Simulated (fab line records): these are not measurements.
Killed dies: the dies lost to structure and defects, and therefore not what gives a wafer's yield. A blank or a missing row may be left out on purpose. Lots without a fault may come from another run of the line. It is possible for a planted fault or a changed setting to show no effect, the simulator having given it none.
Chamber matching :: flow n5Finfet :: rieDiel-01 running N5_BEOL_M9_STRIP_67: 4 sister chambers
The step strips in CF4. 20 wafers are shown with their chamber, then 10 later ones without.

== WAFERS PAIRED WITH THEIR CHAMBERS ==
wafer: L075.1
chamber: 0
showerheadPlenumPTorr (Torr): 1.81
drypumpMotorCurrentA (A): 5.4
throttleValvePct (%): 13.83

wafer: L075.2
chamber: 1
showerheadPlenumPTorr (Torr): 1.76
drypumpMotorCurrentA (A): 6.4
throttleValvePct (%): 13.37

wafer: L075.6
chamber: 2
showerheadPlenumPTorr (Torr): 1.78
drypumpMotorCurrentA (A): 5.6
throttleValvePct (%): 13.45

wafer: L077.2
chamber: 1
showerheadPlenumPTorr (Torr): 1.76
drypumpMotorCurrentA (A): 6.4
throttleValvePct (%): 13.37

wafer: L077.3
chamber: 0
showerheadPlenumPTorr (Torr): 1.81
drypumpMotorCurrentA (A): 5.4
throttleValvePct (%): 13.82

wafer: L077.6
chamber: 0
showerheadPlenumPTorr (Torr): 1.81
drypumpMotorCurrentA (A): 5.4
throttleValvePct (%): 13.84

wafer: L079.3
chamber: 0
showerheadPlenumPTorr (Torr): 1.81
drypumpMotorCurrentA (A): 5.4
throttleValvePct (%): 13.85

wafer: L079.4
chamber: 2
showerheadPlenumPTorr (Torr): 1.78
drypumpMotorCurrentA (A): 5.6
throttleValvePct (%): 13.48

wafer: L079.6
chamber: 0
showerheadPlenumPTorr (Torr): 1.81
drypumpMotorCurrentA (A): 5.4
throttleValvePct (%): 13.85

wafer: L081.1
chamber: 3
showerheadPlenumPTorr (Torr): 1.88
drypumpMotorCurrentA (A): 5.9
throttleValvePct (%): 13.56

wafer: L081.3
chamber: 2
showerheadPlenumPTorr (Torr): 1.78
drypumpMotorCurrentA (A): 5.6
throttleValvePct (%): 13.48

wafer: L081.5
chamber: 3
showerheadPlenumPTorr (Torr): 1.88
drypumpMotorCurrentA (A): 5.9
throttleValvePct (%): 13.58

wafer: L082.1
chamber: 2
showerheadPlenumPTorr (Torr): 1.78
drypumpMotorCurrentA (A): 5.6
throttleValvePct (%): 13.48

wafer: L082.2
chamber: 0
showerheadPlenumPTorr (Torr): 1.81
drypumpMotorCurrentA (A): 5.4
throttleValvePct (%): 13.87

wafer: L082.3
chamber: 1
showerheadPlenumPTorr (Torr): 1.76
drypumpMotorCurrentA (A): 6.5
throttleValvePct (%): 13.41

wafer: L088.3
chamber: 2
showerheadPlenumPTorr (Torr): 1.78
drypumpMotorCurrentA (A): 5.6
throttleValvePct (%): 13.50

wafer: L088.4
chamber: 3
showerheadPlenumPTorr (Torr): 1.88
drypumpMotorCurrentA (A): 5.9
throttleValvePct (%): 13.61

wafer: L088.6
chamber: 3
showerheadPlenumPTorr (Torr): 1.88
drypumpMotorCurrentA (A): 5.9
throttleValvePct (%): 13.60

wafer: L089.3
chamber: 2
showerheadPlenumPTorr (Torr): 1.77
drypumpMotorCurrentA (A): 5.6
throttleValvePct (%): 13.51

wafer: L089.4
chamber: 0
showerheadPlenumPTorr (Torr): 1.81
drypumpMotorCurrentA (A): 5.4
throttleValvePct (%): 13.88

SIGNATURES (means of the wafers above)
reading: showerheadPlenumPTorr
chamber 0: 1.8100
chamber 1: 1.7600
chamber 2: 1.7783
chamber 3: 1.8800
scatter within a chamber: 0.00228

reading: drypumpMotorCurrentA
chamber 0: 5.400
chamber 1: 6.433
chamber 2: 5.600
chamber 3: 5.900
scatter within a chamber: 0.0204

reading: throttleValvePct
chamber 0: 13.8486
chamber 1: 13.3833
chamber 2: 13.4833
chamber 3: 13.5875
scatter within a chamber: 0.0214
Rule: for each reading, subtract the chamber's mean from the wafer's reading, divide by that reading's scatter and square the result; add these up over the readings and take the root, which gives the wafer's distance from the chamber. If the next closest chamber is less than 2 further off than the closest, the wafer can't be placed; otherwise it belongs to the closest. The scatter: the root of (the sum of the squares of (reading less its chamber's mean) over the shown wafers, divided by (wafers less chambers)).

== WAFERS MISSING THEIR CHAMBER ==
wafer: L089.6
showerheadPlenumPTorr (Torr): 1.77
drypumpMotorCurrentA (A): 5.6
throttleValvePct (%): 13.52

wafer: L090.2
showerheadPlenumPTorr (Torr): 1.77
drypumpMotorCurrentA (A): 5.6
throttleValvePct (%): 13.51

wafer: L090.4
showerheadPlenumPTorr (Torr): 1.75
drypumpMotorCurrentA (A): 6.4
throttleValvePct (%): 13.42

wafer: L090.6
showerheadPlenumPTorr (Torr): 1.75
drypumpMotorCurrentA (A): 6.4
throttleValvePct (%): 13.43

wafer: L092.2
showerheadPlenumPTorr (Torr): 1.88
drypumpMotorCurrentA (A): 5.9
throttleValvePct (%): 13.62

wafer: L092.4
showerheadPlenumPTorr (Torr): 1.88
drypumpMotorCurrentA (A): 5.9
throttleValvePct (%): 13.61

wafer: L092.6
showerheadPlenumPTorr (Torr): 1.81
drypumpMotorCurrentA (A): 5.4
throttleValvePct (%): 13.90

wafer: L097.2
showerheadPlenumPTorr (Torr): 1.75
drypumpMotorCurrentA (A): 6.4
throttleValvePct (%): 13.46

wafer: L097.4
showerheadPlenumPTorr (Torr): 1.80
drypumpMotorCurrentA (A): 5.4
throttleValvePct (%): 13.92

wafer: L097.6
showerheadPlenumPTorr (Torr): 1.77
drypumpMotorCurrentA (A): 5.6
throttleValvePct (%): 13.54

== CHAMBER TAKEN BY EACH ==
wafer: L089.6
from the rows above: 2
in truth: 2

wafer: L090.2
from the rows above: 2
in truth: 2

wafer: L090.4
from the rows above: 1
in truth: 1

wafer: L090.6
from the rows above: 1
in truth: 1

wafer: L092.2
from the rows above: 3
in truth: 3

wafer: L092.4
from the rows above: 3
in truth: 3

wafer: L092.6
from the rows above: 0
in truth: 0

wafer: L097.2
from the rows above: 1
in truth: 1

wafer: L097.4
from the rows above: 0
in truth: 0

wafer: L097.6
from the rows above: 2
in truth: 2
10 of 10 placed correctly. Number that these rows cannot place: 0. Number placed wrongly: 0.
